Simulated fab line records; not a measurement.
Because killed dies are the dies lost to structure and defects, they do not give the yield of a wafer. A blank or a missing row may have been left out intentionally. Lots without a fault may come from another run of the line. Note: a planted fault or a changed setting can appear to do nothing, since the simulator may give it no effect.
fab line records    flow n5_finfet
[record] lots = 7  wafers = 21
route steps=1938 shown BEOL_M1@755 BEOL_M2@879 BEOL_M3@957
start_h: hours from the record's opening day to when the first of the lot's shown wafers began    wait_h: hours since the lot's step before    " repeats the value in the row above    L1.1+2: several wafers, shown together as one row    - either no value or no given start    * or withheld: withheld    < > ~ a bound
route shown NAME@n: NAME is a module with steps in the file, n the number in the route of the first one    usual: average and standard deviation across the fault-free wafers    same: alike in all rows    chamber/n: place in a boat    sites: per-site readings    _std_site: the values' standard deviation    _edge_site: outer sites' mean less inner sites'    radius_mm: how far each site lies from the wafer's centre    mask NAME#n: copy n    behind: the last tool/chamber to shape the wafer    hold: the reason the lot was held/the length of the hold in hours/how it ended    device: the n, p or np transistor that did not switch    end of line: the tests these same wafers got at the end of their route    a step with no rows: only its recipe    killed: dies lost to structure and defects at the first sort, not the wafer's yield    map: the dies of a wafer, with x for killed, . for not killed, _ for no die there
set.NAME: setting as actually run; set.NAME@STEP: the setting as run at that earlier step    model.NAME: the simulator's own value behind a step, which no gauge read
lots run with intentionally changed settings; tables by step, rows by wafer
[[steps]]
[step N5_BEOL_M1_COAT_61]
[recipe] resist = SOC  temp_c = 250  time_s = 60  spin_rpm = 1500  resist_thk_nm = 60
lot.wafer   tool            chamber  start_h  wait_h  set.spin_rpm  model.SOC_of_BEOL_M1_COAT_61.thk_nm
L088.3+5+6  litho_track-03  0        210.05   0.1     1500          59.8
L089.2      litho_track-04  0        217.59   0.1     1500          59.8
L089.5+6    "               0        "        "       1391          62.2
L090.4      litho_track-02  0        222.92   0.1     1603          58
L090.5      "               0        "        "       1500          60
L090.6      "               0        "        "       1603          58.2
L091.3      litho_track-03  0        225.50   0.1     1570          58.8
L091.4      "               0        "        "       1500          60.2
L091.5      "               0        "        "       1570          59
L092.2+4    litho_track-04  0        236.33   0.1     1500          60
L092.5      "               0        "        "       1605          58.2
L094.1      litho_track-02  0        239.87   0.1     1544          58.8
L094.5      "               0        "        "       1500          59.6
L094.6      "               0        "        "       1544          58.6
L093.3      litho_track-03  0        239.96   0.1     1332          63.4
L093.4      "               0        "        "       1500          60.2
L093.5      "               0        "        "       1332          63.6
[step N5_BEOL_M1_COAT_62]
[recipe] resist = SiARC  temp_c = 220  time_s = 60  spin_rpm = 1500  resist_thk_nm = 12
[step N5_BEOL_M1_COAT_73]
[recipe] resist = underlayer  temp_c = 205  time_s = 60  spin_rpm = 1500  resist_thk_nm = 5
[step N5_BEOL_M1_ETCH_74]
[recipe] chemistry = N2/H2  target = underlayer  target_depth_a = 65  mask_material = CAR-EUV  time_s = 5.2  ion_energy_ev = 200  pressure_mtorr = 30  source_w = 840  bias_w = 150  n2_flow_sccm = 200  h2_flow_sccm = 200  ends = cleared
[step N5_BEOL_M1_ETCH_63]
[recipe] chemistry = CF4  target = SiARC  target_depth_a = 156  mask_material = CAR-EUV  time_s = 26  ion_energy_ev = 80  pressure_mtorr = 40  source_w = 545  bias_w = 36  Ar_flow_sccm = 100  cf4_flow_sccm = 100  ends = cleared
[step N5_BEOL_M1_ETCH_64]
[recipe] chemistry = N2/H2  target = SOC  target_depth_a = 750  overetch_a = 150  mask_material = SiARC  temp_c = 40  time_s = 112.5  ion_energy_ev = 200  pressure_mtorr = 30  source_w = 840  bias_w = 150  n2_flow_sccm = 200  h2_flow_sccm = 200
lot.wafer  tool         chamber  start_h  wait_h  set.spin_rpm@BEOL_M1_COAT_61  model.etch.depth_nm
L088.3     rie_diel-03  1        210.64   0.0     1500                          59.82
L088.5     "            0        "        "       1500                          59.87
L088.6     "            3        "        "       1500                          59.9
L089.2     rie_diel-03  3        218.19   0.0     1500                          59.9
L089.5     "            2        "        "       1391                          62.21
L089.6     "            3        "        "       1391                          62.18
L090.4     rie_diel-06  0        223.39   0.0     1603                          58.01
L090.5     "            1        "        "       1500                          59.99
L090.6     "            0        "        "       1603                          58.14
L091.3     rie_diel-03  3        225.97   0.0     1570                          58.81
L091.4     "            2        "        "       1500                          60.23
L091.5     "            1        "        "       1570                          58.92
L092.2     rie_diel-02  0        236.80   0.0     1500                          60.07
L092.4     "            2        "        "       1500                          60.03
L092.5     "            1        "        "       1605                          58.26
L094.1     rie_diel-06  2        240.75   0.0     1544                          58.9
L094.5     "            1        "        "       1500                          59.55
L094.6     "            0        "        "       1544                          58.69
L093.3     rie_diel-03  0        240.87   0.0     1332                          63.46
L093.4     "            3        "        "       1500                          60.1
L093.5     "            1        "        "       1332                          63.67
[step N5_BEOL_M1_ETCH_70]
[recipe] chemistry = N2/H2  target = SOC  target_depth_a = 800  overetch_a = 160  mask_material = SiARC  temp_c = 40  time_s = 120  ion_energy_ev = 200  pressure_mtorr = 30  source_w = 840  bias_w = 150  n2_flow_sccm = 200  h2_flow_sccm = 200
[usual] rf_vpp_V = 524.1/2.2
lot.wafer  tool         chamber  start_h  wait_h  set.bias_w  rf_vpp_V
L088.3     rie_diel-06  1        212.74   0.0     150         523.1
L088.5     "            0        "        "       150         524.6
L088.6     "            1        "        "       150         522.4
L089.2     rie_diel-03  1        226.28   0.0     123.2       460.6
L089.5     "            2        "        "       123.2       464.3
L089.6     "            3        "        "       150         526.1
L090.4     rie_diel-02  1        231.75   0.0     150         526.5
L090.5     "            3        "        "       150         522.0
L090.6     "            0        "        "       150         525.7
L091.3     rie_diel-06  2        231.79   0.0     150         521.8
L091.4     "            0        "        "       150         523.8
L091.5     "            0        "        "       129.8       478.2
L092.2     rie_diel-02  1        243.08   0.0     150         523.3
L092.4     "            2        "        "       150         523.1
L092.5     "            0        "        "       150         526.4
L094.1     rie_diel-06  3        243.26   0.0     150         527.1
L094.5     "            1        "        "       150         522.9
L094.6     "            2        "        "       150         522.9
L093.3     rie_diel-03  0        243.45   0.0     150         523.1
L093.4     "            1        "        "       142.1       501.7
L093.5     "            1        "        "       142.1       501.8
[step N5_BEOL_M1_TRENCH_ETCH_37]
[recipe] chemistry = C4F6/O2  target_depth_a = 552.07  target = SiOC  time_s = 29  ion_energy_ev = 250  pressure_mtorr = 30  source_w = 355  bias_w = 185  Ar_flow_sccm = 300  C4F6_flow_sccm = 10  O2_flow_sccm = 10
[usual] rf_vpp_V = 675/20
lot.wafer  tool         chamber  start_h  wait_h  set.source_w  rf_vpp_V  model.BEOL_M1.feature_depth_nm  model.etch.depth_nm
L088.3     rie_diel-06  1        -        -       355           671       58.6                            58.7
L088.5     "            0        "        "       355           655       56.8                            56.86
L088.6     "            1        "        "       355           672       58.2                            58.12
L089.2     rie_diel-03  1        -        -       355           650       55.8                            55.77
L089.5     "            2        "        "       355           691       55.4                            55.32
L089.6     "            3        "        "       355           676       52.8                            52.75
L090.4     rie_diel-02  1        -        -       304.4         776       50.6                            50.57
L090.5     "            3        "        "       355           643       54.6                            54.61
L090.6     "            0        "        "       355           660       53.8                            53.73
L091.3     rie_diel-06  2        -        -       296.8         762       49.6                            49.65
L091.4     "            0        "        "       355           655       56.6                            56.68
L091.5     "            0        "        "       355           652       57                              56.94
L092.2     rie_diel-02  1        -        -       355           717       54.2                            54.25
L092.4     "            2        "        "       404.1         638       58.8                            58.71
L092.5     "            0        "        "       404.1         617       56.6                            56.69
L094.1     rie_diel-06  3        -        -       317.6         722       53                              53.06
L094.5     "            1        "        "       355           672       57.8                            57.75
L094.6     "            2        "        "       317.6         736       50.4                            50.34
L093.3     rie_diel-03  0        -        -       355           687       54.8                            54.78
L093.4     "            1        "        "       355           649       55.8                            55.88
L093.5     "            1        "        "       355           649       55.6                            55.58
[step N5_BEOL_M1_ETCH_41]
[recipe] chemistry = CH3F/O2  target = SiCN  target_depth_a = 319  taper_deg = 2  time_s = 57.8  ion_energy_ev = 120  mask_material = TiN  pressure_mtorr = 30  source_w = 395  bias_w = 75  Ar_flow_sccm = 150  CH3F_flow_sccm = 30  O2_flow_sccm = 20
[step N5_BEOL_M1_STRIP_97]
[recipe] chemistry = N2/H2  time_s = 10  power_w = 450  temp_c = 40  pressure_mtorr = 20  rf_frequency_hz = 6e+07  bias_power_w = 7  n2_flow_sccm = 200  h2_flow_sccm = 200
[step N5_BEOL_M1_OCD_MEAS_38]
[usual] trench_depth_nm = 55.0/1.5
lot.wafer  tool    chamber  start_h  wait_h  set.source_w@BEOL_M1_TRENCH_ETCH_37  trench_depth_nm
L088.3     ocd-02  -        213.10   -       355                                  59.1
L088.5     "       -        "        "       355                                  56.3
L088.6     "       -        "        "       355                                  58.0
L089.2     ocd-01  -        226.64   -       355                                  56.0
L089.5     "       -        "        "       355                                  54.8
L089.6     "       -        "        "       355                                  52.6
L090.4     ocd-01  -        232.11   -       304.4                                50.3
L090.5     "       -        "        "       355                                  54.5
L090.6     "       -        "        "       355                                  53.7
L091.3     ocd-02  -        232.15   -       296.8                                49.9
L091.4     "       -        "        "       355                                  57.1
L091.5     "       -        "        "       355                                  56.5
L092.2     ocd-02  -        243.43   -       355                                  54.3
L092.4     "       -        "        "       404.1                                59.1
L092.5     "       -        "        "       404.1                                56.8
L094.1     ocd-01  -        243.62   -       317.6                                53.0
L094.5     "       -        "        "       355                                  57.6
L094.6     "       -        "        "       317.6                                50.0
L093.3     ocd-02  -        243.81   -       355                                  54.3
L093.4     "       -        "        "       355                                  56.2
L093.5     "       -        "        "       355                                  55.7
[step N5_BEOL_M1_HM_STRIP_39]
[recipe] chemistry = peroxide_tin_strip  material = TiN  target_depth_a = 250  temp_c = 50  time_s = 158
lot.wafer   tool          chamber  start_h  wait_h  set.time_s@BEOL_M1_PECVD_72  model.SiO2_of_BEOL_M1_PECVD_72.thk_nm
L088.3      wet_bench-06  6        213.13   0.0     18                           15.2
L088.5      "             3        "        "       18                           16
L088.6      "             7        "        "       18                           16.2
L089.2+5+6  wet_bench-01  6,3,5    226.67   0.0     18                           15.8
L090.4      wet_bench-06  0        232.14   0.0     18                           16.4
L090.5      "             2        "        "       18                           16
L090.6      "             7        "        "       15.9                         13.6
L091.3      wet_bench-01  3        232.18   0.0     16.7                         14.6
L091.4      "             2        "        "       18                           16.4
L091.5      "             0        "        "       16.7                         14.8
L092.2      wet_bench-06  5        243.46   0.0     18                           15.6
L092.4+5    "             3,2      "        "       18                           16
L094.1      wet_bench-06  6        243.65   0.0     18                           15.6
L094.5+6    "             2,4      "        "       18                           15.8
L093.3      wet_bench-06  7        243.84   0.0     20.27                        17.6
L093.4+5    "             1,2      "        "       20.27                        17.8
[step N5_BEOL_M2_DESCUM_33]
[recipe] chemistry = O2  time_s = 7  source_power_w = 50  bias_power_w = 20  pressure_mtorr = 20  rf_frequency_hz = 2.712e+07  temp_c = 40  resist = CAR-EUV  o2_flow_sccm = 225
lot.wafer   tool         chamber  start_h  wait_h  set.time_s  model.CAR-EUV_of_BEOL_M2_COAT_22.thk_nm
L088.3+5+6  rie_diel-04  1,1,3    219.87   0.0     7           26
L089.2      rie_diel-05  3        233.79   0.0     7           26
L089.5+6    "            0,1      "        "       7           26.2
L090.4      rie_diel-05  1        240.46   0.0     7           26.2
L090.5      "            1        "        "       7.509       26
L090.6      "            0        "        "       7           26
L091.3      rie_diel-04  2        240.85   0.1     8.157       25.4
L091.4+5    "            1        "        "       7           26
L092.2+4+5  rie_diel-04  2,0,0    250.11   0.0     8.395       25.4
L094.1      rie_diel-04  1        250.67   0.0     5.613       26.8
L094.5      "            3        "        "       7           25.8
L094.6      "            2        "        "       7           26.2
L093.3+4    rie_diel-04  0,2      252.94   0.0     7           26.4
L093.5      "            1        "        "       7           26.2
[step N5_BEOL_M3_COAT_67]
[recipe] resist = SOC  temp_c = 250  time_s = 60  spin_rpm = 1500  resist_thk_nm = 60
lot.wafer  tool            chamber  start_h  wait_h  set.spin_rpm  model.SOC_of_BEOL_M3_COAT_67.thk_nm
L088.3     litho_track-05  0        227.82   0.0     1500          60
L088.5+6   "               0        "        "       1500          59.8
L089.2     litho_track-05  0        241.85   0.0     1500          59.8
L089.5     "               0        "        "       1500          59.6
L089.6     "               0        "        "       1500          60
L090.4+5   litho_track-05  0        249.01   0.0     1659          57.2
L090.6     "               0        "        "       1659          56.8
L091.3+5   litho_track-04  0        249.19   0.0     1500          60.2
L091.4     "               0        "        "       1500          60
L092.2     litho_track-05  0        261.18   0.0     1500          59.8
L092.4+5   "               0        "        "       1650          56.8
L093.3+4   litho_track-02  0        261.39   0.0     1500          60.2
L093.5     "               0        "        "       1500          60
L094.1+6   litho_track-05  0        264.25   0.0     1388          62.4
L094.5     "               0        "        "       1500          60.2
[step N5_BEOL_M3_COAT_22]
[recipe] resist = CAR-EUV  spin_rpm = 1500  resist_thk_nm = 30
lot.wafer   tool            chamber  start_h  wait_h  set.spin_rpm  model.CAR-EUV_of_BEOL_M3_COAT_22.thk_nm
L088.3+5+6  litho_track-05  0        -        -       1500          30
L089.2      litho_track-05  0        -        -       1382          31.4
L089.5      "               0        "        "       1500          30
L089.6      "               0        "        "       1500          30.2
L090.4+5+6  litho_track-05  0        -        -       1500          30
L091.3+4+5  litho_track-04  0        -        -       1500          30.2
L092.2+4    litho_track-05  0        -        -       1500          30
L092.5      "               0        "        "       1343          31.8
L093.3      litho_track-02  0        -        -       1390          31.2
L093.4+5    "               0        "        "       1500          30
L094.1      litho_track-05  0        -        -       1447          30.4
L094.5+6    "               0        "        "       1500          30
[step N5_BEOL_M3_EBR_24]
[recipe] solvent = PGMEA  ebr_width_mm = 1.5
[step N5_BEOL_M3_SOFTBAKE_23]
[recipe] temp_c = 110  time_s = 60  resist = CAR-EUV
[step N5_BEOL_M3_EXPOSE_25]
[recipe] mask_id = V2  na = 0.33  source_shape = quasar  sigma_inner = 0.2  sigma_outer = 0.8  polarization = unpolarized  defocus_nm = 5  dose_mj = 63
[step N5_BEOL_M3_PEB_26]
[recipe] peb_temp_c = 100  peb_time_s = 60  resist = CAR-EUV
[step N5_BEOL_M3_DEVELOP_27]
[recipe] develop_time_s = 30  developer = TMAH  resist = CAR-EUV  rinse_liquid = surfactant_rinse  dry = air_spin  dev_temp_c = 23
lot.wafer  tool            chamber  start_h  wait_h  set.spin_rpm@BEOL_M3_COAT_22  model.CAR-EUV_of_BEOL_M3_COAT_22.thk_nm
L088.3+6   litho_track-02  0        -        -       1500                          29.6
L088.5     "               0        "        "       1500                          29.4
L089.2     litho_track-04  0        -        -       1382                          30.8
L089.5+6   "               0        "        "       1500                          29.6
L090.4     litho_track-05  0        -        -       1500                          29.6
L090.5+6   "               0        "        "       1500                          29.4
L091.3+4   litho_track-04  0        -        -       1500                          29.6
L091.5     "               0        "        "       1500                          29.8
L092.2     litho_track-04  0        -        -       1500                          29.6
L092.4     "               0        "        "       1500                          29.4
L092.5     "               0        "        "       1343                          31.2
L093.3     litho_track-04  0        -        -       1390                          30.8
L093.4+5   "               0        "        "       1500                          29.6
L094.1     litho_track-04  0        -        -       1447                          30
L094.5+6   "               0        "        "       1500                          29.4
[step N5_BEOL_M3_ALD_98]
[recipe] material = SiO2  target_thk_a = 25  temp_c = 100  ald_precursor_family = BDEAS  ald_co_reactant = O2-plasma  pulse_time_s = 1  co_reactant_pulse_time_s = 1  purge_time_s = 2  co_reactant_purge_time_s = 2  ald_cycles = 17  pressure_torr = 2
[step N5_BEOL_M3_ETCHBACK_99]
[recipe] chemistry = CHF3  target = SiO2  target_depth_a = 50  time_s = 10.4  source_w = 215  bias_w = 47  Ar_flow_sccm = 200  CHF3_flow_sccm = 12  ion_energy_ev = 100  pressure_mtorr = 30
[step N5_BEOL_M3_ETCH_70]
[recipe] chemistry = N2/H2  target = SOC  target_depth_a = 800  overetch_a = 160  mask_material = SiARC  temp_c = 40  time_s = 120  ion_energy_ev = 200  pressure_mtorr = 30  source_w = 840  bias_w = 150  n2_flow_sccm = 200  h2_flow_sccm = 200
lot.wafer  tool         chamber  start_h  wait_h  set.spin_rpm@BEOL_M3_COAT_67  model.etch.depth_nm
L088.3     rie_diel-06  3        234.84   0.0     1500                          59.94
L088.5     "            3        "        "       1500                          59.89
L088.6     "            2        "        "       1500                          59.86
L089.2     rie_diel-02  3        247.13   0.0     1500                          59.89
L089.5     "            3        "        "       1500                          59.69
L089.6     "            2        "        "       1500                          59.91
L090.4     rie_diel-02  1        250.76   0.0     1659                          57.16
L090.5     "            3        "        "       1659                          57.12
L090.6     "            0        "        "       1659                          56.82
L091.3     rie_diel-06  1        250.79   0.0     1500                          60.12
L091.4     "            2        "        "       1500                          60.07
L091.5     "            3        "        "       1500                          60.2
L092.2     rie_diel-02  3        263.93   0.0     1500                          59.82
L092.4     "            2        "        "       1650                          56.82
L092.5     "            1        "        "       1650                          56.86
L093.3     rie_diel-02  3        265.02   0.0     1500                          60.18
L093.4     "            2        "        "       1500                          60.24
L093.5     "            1        "        "       1500                          60.1
L094.1     rie_diel-03  3        269.67   0.0     1388                          62.43
L094.5     "            0        "        "       1500                          60.11
L094.6     "            1        "        "       1388                          62.38
[step N5_BEOL_M3_STRIP_71]
[recipe] chemistry = N2/H2  temp_c = 40  n2_flow_sccm = 200  h2_flow_sccm = 200  rf_frequency_hz = 6e+07
[step N5_BEOL_M3_STRIP_78]
[recipe] chemistry = N2/H2  temp_c = 40  n2_flow_sccm = 200  h2_flow_sccm = 200  rf_frequency_hz = 6e+07
[step N5_BEOL_M3_VIA_ETCH_34]
[recipe] chemistry = C4F6/O2  target_depth_a = 694  mask_material = SOC  pressure_mtorr = 15  ion_energy_ev = 250  taper_deg = 4  time_s = 65.9  source_w = 350  bias_w = 170  Ar_flow_sccm = 300  C4F6_flow_sccm = 10  O2_flow_sccm = 10
lot.wafer  tool         chamber  start_h  wait_h  set.spin_rpm@BEOL_M3_COAT_67  model.SOC_of_BEOL_M3_COAT_67.thk_nm
L088.3     rie_diel-06  3        234.94   0.0     1500                          52
L088.5     "            3        "        "       1500                          51.8
L088.6     "            2        "        "       1500                          52.2
L089.2     rie_diel-02  3        247.23   0.0     1500                          52
L089.5     "            3        "        "       1500                          51.8
L089.6     "            2        "        "       1500                          51.6
L090.4+5   rie_diel-02  1,3      250.86   0.0     1659                          49.2
L090.6     "            0        "        "       1659                          48.8
L091.3     rie_diel-06  1        250.90   0.0     1500                          51.6
L091.4     "            2        "        "       1500                          52.4
L091.5     "            3        "        "       1500                          52.2
L092.2     rie_diel-02  3        264.03   0.0     1500                          51.8
L092.4     "            2        "        "       1650                          48.6
L092.5     "            1        "        "       1650                          49
L093.3     rie_diel-02  3        265.12   0.0     1500                          52.4
L093.4     "            2        "        "       1500                          52
L093.5     "            1        "        "       1500                          52.2
L094.1     rie_diel-03  3        269.78   0.0     1388                          54.4
L094.5     "            0        "        "       1500                          51.8
L094.6     "            1        "        "       1388                          54.2
[[key]]
[split] step = N5_BEOL_M1_COAT_61  setting = spin_rpm  stated = 1500  by = wafer
[response] step = N5_BEOL_M1_COAT_61  reading = model.SOC_of_BEOL_M1_COAT_61.thk_nm  change = -0.291  per = 1%  r = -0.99
[response] step = N5_BEOL_M1_ETCH_64  reading = model.etch.depth_nm  change = -0.294  per = 1%  r = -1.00
[split] step = N5_BEOL_M1_ETCH_70  setting = bias_w  stated = 150  by = wafer
[response] step = N5_BEOL_M1_ETCH_70  reading = rf_vpp_V  change = +3.5  per = 1%  r = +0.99
[split] step = N5_BEOL_M1_TRENCH_ETCH_37  setting = source_w  stated = 355  by = wafer
[response] step = N5_BEOL_M1_TRENCH_ETCH_37  reading = rf_vpp_V  change = -6.96  per = 1%  r = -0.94
[response] step = N5_BEOL_M1_TRENCH_ETCH_37  reading = model.BEOL_M1.feature_depth_nm  change = +0.364  per = 1%  r = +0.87
[response] step = N5_BEOL_M1_TRENCH_ETCH_37  reading = model.etch.depth_nm  change = +0.362  per = 1%  r = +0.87
[response] step = N5_BEOL_M1_OCD_MEAS_38  reading = trench_depth_nm  change = +0.366  per = 1%  r = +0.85
[split] step = N5_BEOL_M2_DESCUM_33  setting = time_s  stated = 7  by = wafer
[response] step = N5_BEOL_M2_DESCUM_33  reading = model.CAR-EUV_of_BEOL_M2_COAT_22.thk_nm  change = -0.0369  per = 1%  r = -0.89
[split] step = N5_BEOL_M3_COAT_67  setting = spin_rpm  stated = 1500  by = wafer
[response] step = N5_BEOL_M3_COAT_67  reading = model.SOC_of_BEOL_M3_COAT_67.thk_nm  change = -0.298  per = 1%  r = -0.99
[response] step = N5_BEOL_M3_ETCH_70  reading = model.etch.depth_nm  change = -0.301  per = 1%  r = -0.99
[response] step = N5_BEOL_M3_VIA_ETCH_34  reading = model.SOC_of_BEOL_M3_COAT_67.thk_nm  change = -0.312  per = 1%  r = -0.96
[split] step = N5_BEOL_M3_COAT_22  setting = spin_rpm  stated = 1500  by = wafer
[response] step = N5_BEOL_M3_COAT_22  reading = model.CAR-EUV_of_BEOL_M3_COAT_22.thk_nm  change = -0.165  per = 1%  r = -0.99
[response] step = N5_BEOL_M3_DEVELOP_27  reading = model.CAR-EUV_of_BEOL_M3_COAT_22.thk_nm  change = -0.161  per = 1%  r = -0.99
split outside_this_file step=N5_BEOL_M1_PECVD_72 setting=time_s
// split outside_this_file: this setting was split too, and the file shows its column; the key of that split is in another file
